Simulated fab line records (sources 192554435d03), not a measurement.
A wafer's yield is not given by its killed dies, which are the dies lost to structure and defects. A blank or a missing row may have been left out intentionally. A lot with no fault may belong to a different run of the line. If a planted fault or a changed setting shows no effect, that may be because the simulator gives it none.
Chamber matching :: flow n5 finfet :: 3 sister chambers for N5_BEOL_M7_ALD_77 on ald metal-02
The step deposits TaN, target thk 2 nm, pulse time 2 s, purge time 3 s. 6 wafers are shown with their chamber, then 12 later ones without.

== WAFERS, EACH WITH ITS CHAMBER ==
wafer: L092.2
chamber: 3
heater power outer w (W): 198
heater power w (W): 372

wafer: L092.3
chamber: 1
heater power outer w (W): 234
heater power w (W): 422

wafer: L092.6
chamber: 3
heater power outer w (W): 200
heater power w (W): 375

wafer: L093.1
chamber: 2
heater power outer w (W): 221
heater power w (W): 439

wafer: L093.2
chamber: 1
heater power outer w (W): 243
heater power w (W): 421

wafer: L093.5
chamber: 2
heater power outer w (W): 220
heater power w (W): 463

== WAFERS WITH NO CHAMBER GIVEN ==
wafer: L094.1
heater power outer w (W): 218
heater power w (W): 447

wafer: L094.4
heater power outer w (W): 224
heater power w (W): 429

wafer: L094.6
heater power outer w (W): 202
heater power w (W): 353

wafer: L095.2
heater power outer w (W): 241
heater power w (W): 420

wafer: L095.4
heater power outer w (W): 198
heater power w (W): 351

wafer: L095.5
heater power outer w (W): 241
heater power w (W): 415

wafer: L096.1
heater power outer w (W): 200
heater power w (W): 357

wafer: L096.4
heater power outer w (W): 217
heater power w (W): 451

wafer: L096.5
heater power outer w (W): 236
heater power w (W): 421

wafer: L097.3
heater power outer w (W): 229
heater power w (W): 420

wafer: L097.4
heater power outer w (W): 200
heater power w (W): 358

wafer: L097.5
heater power outer w (W): 227
heater power w (W): 441

== EACH ONE'S CHAMBER ==
wafer: L094.1
from the rows above: 2
in truth: 2

wafer: L094.4
from the rows above: can't be placed: 2 or 1
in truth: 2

wafer: L094.6
from the rows above: 3
in truth: 3

wafer: L095.2
from the rows above: 1
in truth: 1

wafer: L095.4
from the rows above: 3
in truth: 3

wafer: L095.5
from the rows above: 1
in truth: 1

wafer: L096.1
from the rows above: 3
in truth: 3

wafer: L096.4
from the rows above: 2
in truth: 2

wafer: L096.5
from the rows above: 1
in truth: 1

wafer: L097.3
from the rows above: can't be placed: 1 or 2
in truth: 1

wafer: L097.4
from the rows above: 3
in truth: 3

wafer: L097.5
from the rows above: can't be placed: 2 or 1
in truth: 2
Placed correctly: 9 of 12. Can't be placed from these rows: 3 (the true chamber is among the candidates in 3). Placed wrongly: 0.
How it was worked out, from the rows above alone: a wafer's distance from a chamber is the root of the sum, over the readings, of the square of ((its reading less the chamber's mean) divided by the reading's scatter). If the next closest chamber is less than 2 further off than the closest, the wafer can't be placed; otherwise it belongs to the closest. The mean given for a chamber averages the wafers shown for that chamber. The scatter: the root of (the sum of the squares of (reading less its chamber's mean) over the shown wafers, divided by (wafers less chambers)).
